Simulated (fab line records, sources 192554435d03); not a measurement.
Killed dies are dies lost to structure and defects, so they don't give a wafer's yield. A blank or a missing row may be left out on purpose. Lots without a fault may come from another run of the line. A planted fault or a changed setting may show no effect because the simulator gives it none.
fab line records | flow n5_finfet
record lots=5 wafers=15 last_day=19
route steps=1938 shown BEOL_M9@1450 BEOL_M10@1470 PASSIVATION@1936
lots that met no fault: from a run of the same line without faults
start_h: hours from the record's first day to the start of the lot's first wafer shown | wait_h: hours since the lot's step before | " the same as in the row above | L1.1+2: a row that stands for several wafers | - no value, or no start given | * or withheld: withheld | < > ~ a bound
route shown NAME@n: a module of which the file shows steps, and the number in the route of the first | usual: mean/standard deviation of fault-free wafers | same: alike in all rows | chamber/n: place in a boat | sites: the reading at each site | _std_site: their standard deviation | _edge_site: outer sites' mean less inner sites' | radius_mm: how far each site lies from the wafer's centre | mask NAME#n: copy n | behind: the tool/chamber that last shaped the wafer | hold: why the lot was held/for how many hours/how that ended | device: the transistor (n, p or np) that didn't switch | end of line: the same wafers' tests at the end of the route | a step without rows: its recipe alone | killed: dies lost to structure and defects at the first sort, not the wafer's yield | map: a wafer's dies, x killed, . not, _ none there
set.NAME: the setting as run; set.NAME@STEP: as run at that earlier step | model.NAME: the simulator's own value behind a step, which no gauge read
lots at some steps of the route; a table a step, a row a wafer
services: from which hour (start_h, from the record's first day; less than 0 if before it) a tool's chamber was out of use, for how many hours, and why
## steps
# step N5_BEOL_M9_HM_STRIP_39
# recipe chemistry=peroxide_tin_strip material=TiN target_depth_a=250 temp_c=50 time_s=158
# step N5_BEOL_M9_SRD_40
# recipe time_s=30 temp_c=23 rinse_liquid=diw dry=ipa_marangoni
# step N5_BEOL_M9_PRECLEAN_42
# recipe chemistry=residue_remover time_s=60 temp_c=40
# step N5_BEOL_M9_SRD_43
# recipe time_s=30 temp_c=23 rinse_liquid=diw dry=ipa_marangoni
# step N5_BEOL_M9_CURE_72
# recipe temp_c=370 time_s=120 ambient=DMADMS/He material=SiCOH_lowk
# step N5_BEOL_M9_DEGAS_44
# recipe ambient=vacuum temp_c=250 time_s=60
# step N5_BEOL_M9_PRE_CLEAN_45
# recipe gas=H2/He time_s=30 temp_c=250
# step N5_BEOL_M9_ALD_74
# recipe material=TaN target_thk_a=20 temp_c=275 ald_precursor_family=PDMAT ald_co_reactant=NH3 pressure_torr=3 carrier_flow_sccm=1500 pulse_time_s=2 purge_time_s=3 co_reactant_purge_time_s=2 co_reactant_pulse_time_s=3 ald_cycles=40 precursor_vessel_temp_c=75 precursor_vessel_pressure_torr=26.25 precursor_vessel_carrier_sccm=1000
# step N5_BEOL_M9_SURFACE_TREAT_79
# recipe gas=Ar time_s=* ion_energy_ev=* ion_current_ma_cm2=0.5 pressure_mtorr=* ar_flow_sccm=30
# step N5_BEOL_M9_CVD_78
# recipe material=Co target_thk_a=20 temp_c=withheld precursor=CCTBA/H2 pressure_torr=30 time_s=138.9
# step N5_BEOL_M9_SPUTTER_48
# recipe material=Cu target_thk_a=120 temp_c=-20 bias_v=60 power_w=26000 chamber_pressure_pa=0.13 time_s=2
# step N5_BEOL_M9_ECD_50
# recipe material=Cu target_thk_a=3180
# columns lot.wafer tool chamber start_h wait_h
L124.1+2+4 ecd_cu-02 0,1,1 300.55 0.1
L127.1+4+6 ecd_cu-02 0,0,1 308.85 0.1
L128.3+4+6 ecd_cu-02 1,0,1 314.46 0.2
L138.3+5+6 ecd_cu-01 1,0,1 370.59 0.1
L141.1+5+6 ecd_cu-02 1,1,0 401.82 0.1
# step N5_BEOL_M9_ANNEAL_51
# recipe temp_c=225 time_s=90 ambient=N2
# step N5_BEOL_M9_CMP_52
# recipe stop_on=SiCOH_lowk t_overpolish_s=7 down_force_psi=1 platen_rpm=50 clearing_platen_down_force_psi=1.5 clearing_platen_rpm=50 post_cmp_clean=cu_alkaline target_thk_nm=140 clearing_platen_pad_velocity_m_s=0.99484 pad_velocity_m_s=0.99484
# step N5_BEOL_M9_PRE_CLEAN_55
# recipe gas=NH3 time_s=15 temp_c=withheld rf_power_w=300
# step N5_BEOL_M9_DEP_56
# recipe material=SiCN target_thk_a=150 temp_c=withheld precursor=3MS/NH3 pressure_torr=3 rf_w=202 time_s=26.5
# step N5_BEOL_M10_ILD_DEP_00
# recipe material=SiCOH_lowk target_thk_a=3085.1 temp_c=300 precursor=DEMS/porogen pressure_torr=5 rf_w=500 time_s=58
# step N5_BEOL_M10_CURE_71
# recipe temp_c=385 time_s=240 ambient=He/Ar material=SiCOH_lowk
# step N5_BEOL_M10_PECVD_70
# recipe material=SiO2 target_thk_a=200 temp_c=400 precursor=TEOS/O2 pressure_torr=5.5 rf_w=450 teos_flow_sccm=53.8 gas=O2 flow_sccm=3000 time_s=22.7
# step N5_BEOL_M10_HM_DEP_02
# recipe material=TiN target_thk_a=200 temp_c=25 chamber_pressure_pa=0.49996
# step N5_BEOL_M10_COAT_59
# recipe resist=SOC temp_c=250 time_s=60 spin_rpm=1500 resist_thk_nm=100
# step N5_BEOL_M10_COAT_60
# recipe resist=SiARC temp_c=220 time_s=60 spin_rpm=1500 resist_thk_nm=30
# step N5_BEOL_M10_COAT_05
# recipe resist=CAR-ArF spin_rpm=1500 resist_thk_nm=90
# step N5_BEOL_M10_EBR_07
# recipe solvent=PGMEA ebr_width_mm=1.5
# step N5_BEOL_M10_SOFTBAKE_06
# recipe temp_c=110 time_s=60 resist=CAR-ArF
# step N5_BEOL_M10_EXPOSE_08
# recipe mask_id=M10 na=1.35 source_shape=dipole sigma_inner=0.411 sigma_outer=0.611 polarization=te dose_mj=53.75
# step N5_BEOL_M10_PEB_09
# recipe peb_temp_c=withheld peb_time_s=60 resist=CAR-ArF
# step N5_BEOL_M10_DEVELOP_10
# recipe develop_time_s=30 developer=TMAH resist=CAR-ArF rinse_liquid=diw dry=air_spin dev_temp_c=23
# step N5_BEOL_M10_DESCUM_16
# recipe chemistry=O2 time_s=7.9 source_power_w=50 bias_power_w=20 pressure_mtorr=20 rf_frequency_hz=2.712e+07 temp_c=40 resist=CAR-ArF o2_flow_sccm=225
# step N5_BEOL_M10_ETCH_61
# recipe chemistry=CF4 target=SiARC target_depth_a=390 mask_material=CAR-ArF time_s=65 ion_energy_ev=80 pressure_mtorr=40 source_w=545 bias_w=36 Ar_flow_sccm=100 cf4_flow_sccm=100 ends=cleared
# step N5_BEOL_M10_ETCH_62
# recipe chemistry=N2/H2 target=SOC target_depth_a=1100 overetch_a=220 mask_material=SiARC temp_c=40 time_s=165 ion_energy_ev=200 pressure_mtorr=30 source_w=840 bias_w=150 n2_flow_sccm=200 h2_flow_sccm=200
# step N5_BEOL_M10_STRIP_68
# recipe chemistry=N2/H2 temp_c=40 n2_flow_sccm=200 h2_flow_sccm=200 rf_frequency_hz=6e+07
# step N5_BEOL_M10_STRIP_67
# recipe chemistry=CF4 resist=SiARC power_w=300 bias_power_w=75 pressure_mtorr=50 cf4_flow_sccm=150 rf_frequency_hz=6e+07
# step N5_BEOL_M10_HM_OPEN_17
# recipe chemistry=Cl2/BCl3 target_depth_a=200 overetch_a=60 target=TiN mask_material=SOC ion_energy_ev=150 pressure_mtorr=10 icp_w=1000 bias_w=126 Cl2_flow_sccm=53.25 bcl3_flow_sccm=21.75 Ar_flow_sccm=25
# step N5_PASSIVATION_PROBE_49
# usual defect_limited_yield=91.4/1.4 killed_at_M0_to_M3=34/9.1 killed_at_M4_up=14/5.2 killed_at_contacts=12/6.4 killed_at_front_end=38/11 killed_at_other=3.7/2.8 killed_dies=102/17 killed_on_rim=14/3.9 killed_open=68/13 killed_short=32/7.8 sort_bin_5_function=5.1/1 sort_bin_6_memory=3.2/0.66 sort_n_pass=1076/19 sort_yield_pct=91.2/1.6
# same gross_dies=1180 killed_at_back_side=0 sort_bin_4_leakage[%]=0 sort_bin_8_speed[%]=0
# columns lot.wafer tool chamber start_h wait_h defect_limited_yield[%] killed_at_M0_to_M3 killed_at_M4_up killed_at_contacts killed_at_front_end killed_at_other killed_dies killed_on_rim killed_open killed_short sort_bin_5_function[%] sort_bin_6_memory[%] sort_n_pass sort_yield_pct[%]
L124.1 prober-01 - 359.12 0.0 72.3 33 256 16 18 4 327 46 56 28 16.9 9.9 853 72.3
L127.1 prober-02 - 363.42 0.0 71.4 26 260 11 38 2 337 52 58 22 17.6 9.6 843 71.4
L127.4 prober-02 - 363.57 0.2 71.8 40 256 8 25 4 333 50 56 22 16.4 9.7 847 71.8
L127.6 prober-02 - 363.67 0.3 93.1 25 11 14 31 1 82 15 64 17 3.6 3.3 1098 93.1
L128.3 prober-02 - 369.62 0.1 91.4 43 11 17 26 4 101 16 66 34 4.3 4.0 1079 91.4
L128.4 prober-02 - 369.67 0.2 72.5 28 269 6 20 1 324 39 49 19 16.1 9.7 856 72.5
L128.6 prober-02 - 369.77 0.3 89.7 63 19 11 28 1 122 19 77 43 6.8 3.2 1058 89.7
# killed by level:class
L124.1 BEOL_M9:unspecified=241 MOL_CONTACT_COAG:geometric_particle:open=12 BEOL_M4:geometric_particle:open=9 BEOL_M2:geometric_particle:open=7 BEOL_M3:geometric_particle:open=7 BEOL_M0_SAQP:geometric_particle:short=6 BEOL_M1:geometric_particle:open=5 STI_FIN_REVEAL:geometric_particle:open=4
L127.1 BEOL_M9:unspecified=252 DUMMY_GATE:geometric_particle:open=16 MOL_CONTACT_COAG:geometric_particle:open=10 BEOL_M0_SAQP:geometric_particle:short=9 BEOL_M4:geometric_particle:open=7 BEOL_M3:geometric_particle:open=6 FIN_SAQP:geometric_particle:short=5 STI_FIN_REVEAL:geometric_particle:open=4
L127.4 BEOL_M9:unspecified=251 BEOL_M2:geometric_particle:open=11 MOL_CONTACT_COAG:geometric_particle:open=8 BEOL_M1:geometric_particle:open=8 FIN_SAQP:geometric_particle:short=7 BEOL_M0_SAQP:geometric_particle:short=7 BEOL_M0:geometric_particle:open=7 FIN_SAQP:geometric_particle:open=4
L127.6 MOL_CONTACT_COAG:geometric_particle:open=12 BEOL_M3:geometric_particle:open=8 STI_FIN_REVEAL:geometric_particle:open=6 DUMMY_GATE:geometric_particle:open=6 BEOL_M0:geometric_particle:open=5 BEOL_M4:geometric_particle:open=5 FIN_SAQP:geometric_particle:short=3 GATE_CUT:geometric_particle:short=3
L128.3 BEOL_M0_SAQP:geometric_particle:short=13 MOL_CONTACT_COAG:geometric_particle:open=12 STI_FIN_REVEAL:geometric_particle:open=11 BEOL_M2:geometric_particle:open=10 BEOL_M0_SAQP:geometric_particle:open=9 MOL_CONTACT_COAG:geometric_particle:short=5 GATE_CUT:geometric_particle:open=4 BEOL_M3:geometric_particle:open=4
L128.4 BEOL_M9:unspecified=256 BEOL_M2:geometric_particle:open=9 STI_FIN_REVEAL:geometric_particle:open=6 MOL_CONTACT_COAG:geometric_particle:open=6 BEOL_M5:geometric_particle:open=5 FIN_SAQP:geometric_particle:short=4 BEOL_M3:geometric_particle:open=4 BEOL_M0_SAQP:geometric_particle:short=4
L128.6 BEOL_M1:geometric_particle:open=15 BEOL_M0_SAQP:geometric_particle:short=14 MOL_CONTACT_COAG:geometric_particle:open=10 BEOL_M2:geometric_particle:open=10 BEOL_M0_SAQP:geometric_particle:open=9 GATE_CUT:geometric_particle:short=6 BEOL_M3:geometric_particle:open=6 BEOL_M5:geometric_particle:open=5
# map L124.1 (x killed, . not)
_________________xxxx...x....________________
______________.....x.xxx.x......_____________
___________x...x..............xx...__________
__________..x.x.....x...x.x..x......_________
________xx.......x..xx..x....xx......._______
_______x..x.x...xx....x...xxx.xx.......______
______......x.xx.x.x.....xx.x.x...x..x.._____
_____xx.....xxx..x.x....x....x..x.....x..____
____....x.......x................x........___
___.......x.x..x........x.......x.......x..__
___x...xx..xxx.x..x..x....x..xx............__
__...x.....x.x.xx...x.....x.x...xx.....x...._
__.x.....x.x.x..xx.xxx.xxx...x......xx...xx._
_xxxx......x.......x...xx......x.x.xx....x.x.
_.x.x.x.x......x.......xx...x..........x...x.
_.......x.....x..........x..x....x.......xxx.
_........x....x..x..........xx..........x....
_.x..xx.x..........x....x.x.xxx...x..x.x.....
_xx.x.x.x...xx.........x...x.......x.xxx...x.
_x....x.xx.xxx...x.....x..x..xx.xx..x.....x..
_.x....xxx........x........xxx....x....x...xx
__x.xxx.x.....x..x.x....x....x.x..x...x....x_
__.xx..x.xx.......x.x....x......x.x......xx._
___....x....xxx...xx.....x.x.x...x..xxx...x__
___....xxx....x..x..x.........xx..x.x..x.xx__
____...x........x.x................xx..x..___
_____x.x....x.......x...........x.x..xxxx____
______...xx...x...x..xx.xxxxxx.x....xx.x_____
_______.....x...x.x..........x.x.x....x______
________..x..x....xx.x.x.....x...x.x.._______
__________x...x...xx.xx......xx..x.._________
___________xx....x....x....xx......__________
______________.x.x............x._____________
_________________x.x...x..xx.________________
# map L127.1 (x killed, . not)
_________________..x..x..x.x.________________
______________.x.x...xxx...xxx.._____________
___________.........x.x.x.x.x.x.x.x__________
__________x......x......x.x.x......._________
________xx...x.x..x..x......xxx....x.._______
_______x..x..x....x.x.......x..x.x....x______
______..x..xx....x..x..x....xx.......x.x_____
_____.xx..x....x....x..x..xx.....x..x.xx.____
____xx.xx..x.....x...........x...........x___
___........x...x....xxx....x.xx.........x..__
___x....x.x...x..x.xxxxx..x....xxx.xx.....x__
__....x....x...xx.x.x.xxx................x.._
__.......x....x.....x.x.xx.xx.xx............_
_.x................xx....x..xx....x..xxxx.x..
_x..x.x.....x.........x............x.x..x...x
_..........xx..x......xxx.......xxx.x.x......
_....xxxx...x.xx.....x.x.....xx.....xx......x
_.x......xxx...x.x.....xx.xx.........xxx.xx..
_......x.x.........xx....x...x..xx.....x.x.x.
_.x.x..xxx.xxx....xx.x.xxx.x...x.x.x.........
_...xx......xx.xx.x............x.........x...
__.......x..x......x......x......xx....xx..._
__x..x.x..x.x..x..x.xx......x.xx.......x...._
___....xx.x...x...x.....x.x.........xx.x..x__
___.x.x...x.......x...x.xx.x.x.x.......x.x.__
____.....xx.xx......xx......x........x...x___
_____.x....x........xx........xx.....x.xx____
______xx...x..x....x..x..xxxx......x..x._____
_______xx.........x...xx..x...xxxx..xx.______
________.x.x.x.....x...x..........xx.x_______
__________.....x.xx.x.x....x.x.xx..._________
___________...x.xx.x...x..x...x..x.__________
______________xx...xx.......x..._____________
_________________.........xx.________________
## services
# columns tool chamber start_h hours kind
ecd_cu-02 - 370.21 1.8 repair
## key
first_sign step=N5_PASSIVATION_PROBE_49 reading=killed_at_M4_up direction=up sigmas=48 usual=14 struck=260
effect step=N5_PASSIVATION_PROBE_49 reading=defect_limited_yield direction=down sigmas=14 usual=91.4 struck=72.0
more_kills_born_at N5_BEOL_M9_ECD_50@ecd_cu-02=1000
met_at N5_BEOL_M9_ECD_50
struck_wafers L124.1,L127.1,L127.4,L128.4
fault kind=chamber_particle_source tool=ecd_cu-02 chamber=0 onset_h=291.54 steps=N5_BEOL_M9_ECD_50 rate_per_visit_cm2=0.46615 end_h=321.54
